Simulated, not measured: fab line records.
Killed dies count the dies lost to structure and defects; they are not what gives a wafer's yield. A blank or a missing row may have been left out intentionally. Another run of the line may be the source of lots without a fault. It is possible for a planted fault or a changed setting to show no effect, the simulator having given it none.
What tool caused it?	flow n5_finfet	10 lots, 28 wafers sampled, at 6 steps of a route of 1938

== WHAT THE GAUGES SHOWED, per wafer ==
N5_BEOL_M10_THK_MEAS_53: measures by xrf.
lot	measured	on	M10_THK (nm)
L234	day 9 22:14	film_metro-01	137.0 135.0 134.1
L235	day 10 13:53	film_metro-02	131.8 136.2 132.9
L236	day 10 22:15	film_metro-02	136.2 138.7
L240	day 11 18:40	film_metro-01	129.7 133.3 129.6
L242	day 12 10:10	film_metro-01	128.1 128.0
L247	day 13 20:51	film_metro-01	138.4 133.0 131.1
L248	day 14 01:18	film_metro-02	137.1 135.8 135.9
L250	day 14 15:20	film_metro-01	133.2 131.0 130.6
L252	day 14 19:59	film_metro-01	134.3 134.9 130.2
L253	day 14 23:29	film_metro-01	130.9 130.4 133.6

N5_BEOL_M11_CD_MEAS_11: target cd 64.1 nm.
lot	measured	on	cd_nm (nm)
L234	day 10 02:31	cd_sem-01	64.1 64.7 63.6
L235	day 10 17:01	cd_sem-01	62.7 63.8 63.1
L236	day 11 00:11	cd_sem-02	64.8 64.1
L240	day 11 20:49	cd_sem-03	64.3 63.6 64.2
L242	day 12 12:25	cd_sem-02	63.9 63.9
L247	day 14 00:05	cd_sem-03	69.4 68.7 68.4
L248	day 14 04:05	cd_sem-01	64.6 64.6 64.2
L250	day 14 16:53	cd_sem-01	66.7 67.7 67.2
L252	day 14 21:47	cd_sem-03	63.8 63.3 63.0
L253	day 15 02:29	cd_sem-02	64.0 64.2 62.6

N5_BEOL_M11_CD_MEAS_18: pitch 140 nm, target cd 70 nm.
lot	measured	on	cd_nm (nm)
L234	day 10 03:04	cd_sem-03	69.7 69.8 69.2
L235	day 10 17:37	cd_sem-02	68.6 69.4 69.3
L236	day 11 00:48	cd_sem-01	70.6 69.6
L240	day 11 21:25	cd_sem-01	70.2 69.9 69.6
L242	day 12 12:58	cd_sem-03	69.0 69.6
L247	day 14 00:38	cd_sem-01	74.1 74.4 73.7
L248	day 14 04:44	cd_sem-02	70.7 69.9 70.5
L250	day 14 17:25	cd_sem-03	72.8 74.0 73.3
L252	day 14 22:26	cd_sem-02	69.9 68.8 69.0
L253	day 15 03:05	cd_sem-03	70.6 69.8 69.0

== WHICH TOOL RAN EACH LOT (tool, then ch and the chambers of the sampled wafers, then the start) ==
lot	N5_BEOL_M11_CURE_71	N5_BEOL_M11_EXPOSE_08	N5_BEOL_M11_ETCH_61
L234	uv_cure-01 ch 1, day 9 22:40	arfi_scanner-02 ch 0, day 10 02:24	rie_diel-04 ch 0,2,3, day 10 02:38
L235	uv_cure-03 ch 0, day 10 14:23	arfi_scanner-02 ch 0, day 10 16:54	rie_diel-04 ch 1,2,3, day 10 17:08
L236	uv_cure-03 ch 0, day 10 22:37	arfi_scanner-01 ch 0, day 11 00:04	rie_diel-03 ch 3, day 11 00:22
L240	uv_cure-02 ch 0, day 11 19:02	arfi_scanner-01 ch 0, day 11 20:42	rie_diel-04 ch 2,3, day 11 20:56
L242	uv_cure-01 ch 0, day 12 10:36	arfi_scanner-02 ch 0, day 12 12:18	rie_diel-03 ch 0,3, day 12 12:32
L247	uv_cure-01 ch 1, day 13 21:08	arfi_scanner-02 ch 0, day 13 23:58	rie_diel-03 ch 0,1,3, day 14 00:13
L248	uv_cure-01 ch 1, day 14 01:35	arfi_scanner-01 ch 0, day 14 03:57	rie_diel-04 ch 0,1, day 14 04:18
L250	uv_cure-02 ch 1, day 14 15:38	arfi_scanner-02 ch 0, day 14 16:45	rie_diel-01 ch 1,2, day 14 17:00
L252	uv_cure-03 ch 0, day 14 20:25	arfi_scanner-03 ch 0, day 14 21:40	rie_diel-04 ch 0,2, day 14 21:59
L253	uv_cure-02 ch 1, day 14 23:48	arfi_scanner-03 ch 0, day 15 02:22	rie_diel-04 ch 1,2,3, day 15 02:40
- N5_BEOL_M11_CURE_71: cures SiCOH lowk, time 240 s.
- N5_BEOL_M11_EXPOSE_08: exposes mask M11.
- N5_BEOL_M11_ETCH_61: etches SiARC in CF4, target depth 39 nm, time 65 s.

== AS READ BY THE TOOLS THEMSELVES (means over the sampled wafers that have a number; for cases with no such wafer, the mark the record gives instead) ==
N5_BEOL_M11_CURE_71.
lot	tool	lamp_power_pct (%)	wafer_temp_C_max
L234	uv_cure-01	52.32	387.8
L235	uv_cure-03	52.30	387.1
L236	uv_cure-03	52.29	387.4
L240	uv_cure-02	52.25	386.7
L242	uv_cure-01	52.35	387.2
L247	uv_cure-01	52.32	387.9
L248	uv_cure-01	52.33	388.2
L250	uv_cure-02	52.25	386.4
L252	uv_cure-03	52.26	386.9
L253	uv_cure-02	52.27	386.3

N5_BEOL_M11_EXPOSE_08.
lot	tool	exposure_dose_mJ_cm2	reticle_temp_C (C)	stage_vel_mm_s (mm/s)
L234	arfi_scanner-02	53.72	22.97	500.36
L235	arfi_scanner-02	53.73	23.01	499.89
L236	arfi_scanner-01	53.75	22.91	500.00
L240	arfi_scanner-01	53.69	22.90	499.92
L242	arfi_scanner-02	53.72	23.02	500.20
L247	arfi_scanner-02	58.64	23.00	500.31
L248	arfi_scanner-01	53.68	22.92	499.83
L250	arfi_scanner-02	57.61	23.07	499.92
L252	arfi_scanner-03	53.77	22.97	499.97
L253	arfi_scanner-03	53.75	23.12	500.13

N5_BEOL_M11_ETCH_61.
lot	tool	bias_w (W)	drypump_motor_current_A (A)	etch_rf_on_time_s (s)	mfc_ar_sccm (sccm)	oes_product_au (a.u.)	rf_vpp_V (V)	showerhead_plenum_p_Torr (Torr)	throttle_valve_pct (%)
L234	rie_diel-04	35.96	5.4	64.9	100.10	0.60	184.4	2.12	15.75
L235	rie_diel-04	36.08	5.9	65.4	99.65	0.66	184.5	2.15	15.65
L236	rie_diel-03	35.98	5.2	65.3	99.75	0.62	185.8	2.22	15.95
L240	rie_diel-04	36.08	5.8	65.8	100.10	0.60	185.0	2.17	15.65
L242	rie_diel-03	36.02	5.5	65.5	100.27	0.61	185.0	2.21	15.93
L247	rie_diel-03	36.04	5.5	65.8	99.89	0.61	184.8	2.18	15.92
L248	rie_diel-04	36.01	5.6	64.2	99.88	0.70	183.8	2.08	15.60
L250	rie_diel-01	36.04	6.1	65.5	100.21	0.66	184.7	2.14	15.49
L252	rie_diel-04	35.90	5.4	66.5	100.04	0.57	184.0	2.13	15.56
L253	rie_diel-04	36.07	5.9	63.8	100.05	0.72	184.6	2.14	15.55

== THE ANSWER, worked out from the rows above alone ==
Rule: what is usual is taken from the lots themselves. Put in order of their means at a reading, lots are off if they are a third of the lots or fewer, leave a main group of 4 or more, and stand apart from it by a gap of 3 or more times the standard deviation of the main group's means; of several such gaps the widest counts. Not used: any main group whose means are identical at the precision the tables above print for the reading. A lot without any number at a reading at which 4 lots or more have one is off too. Where the step has rows for the other lots, those lots are counted as sound. Order of review: gauges by route order, followed by the tools' own readings, for which a lot's mean as printed above is used. At the first step where some lot is off, the reading lying furthest off is the one used; lots without a number count as furthest.
Off: L247, L250 (N5_BEOL_M11_CD_MEAS_11, cd_nm). The main group: mean 63.9 nm, standard deviation 0.44.
If a tool, at a process step before that reading, ran all the lots that are off and no sound lot after the first of them, it fits. Not tried: the gauges at N5_BEOL_M11_CD_MEAS_11; whatever is off there is also off at N5_BEOL_M11_EXPOSE_08, on other tools, and gauge error can't account for it. One candidate fits, namely arfi_scanner-02 at N5_BEOL_M11_EXPOSE_08. Its last sound lot is L242 (day 12 12:18), its first lot that is off L247 (day 13 23:58): a fault that began between those two fits.
The tool's own readings at N5_BEOL_M11_EXPOSE_08 bear it out: on the lots that are off they differ by more than 5 times the standard deviation of the sound lots' means. exposure_dose_mJ_cm2 reads 58.12 there against 53.73 on the sound lots.

== WHAT THE SIMULATOR HAD INSERTED ==
Process parameter drift: arfi_scanner-02, from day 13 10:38 on, at N5_BEOL_M11_EXPOSE_08. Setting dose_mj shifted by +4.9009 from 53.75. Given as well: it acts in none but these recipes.
Struck lots among those shown: L247, L250. Same finding as the rule above.
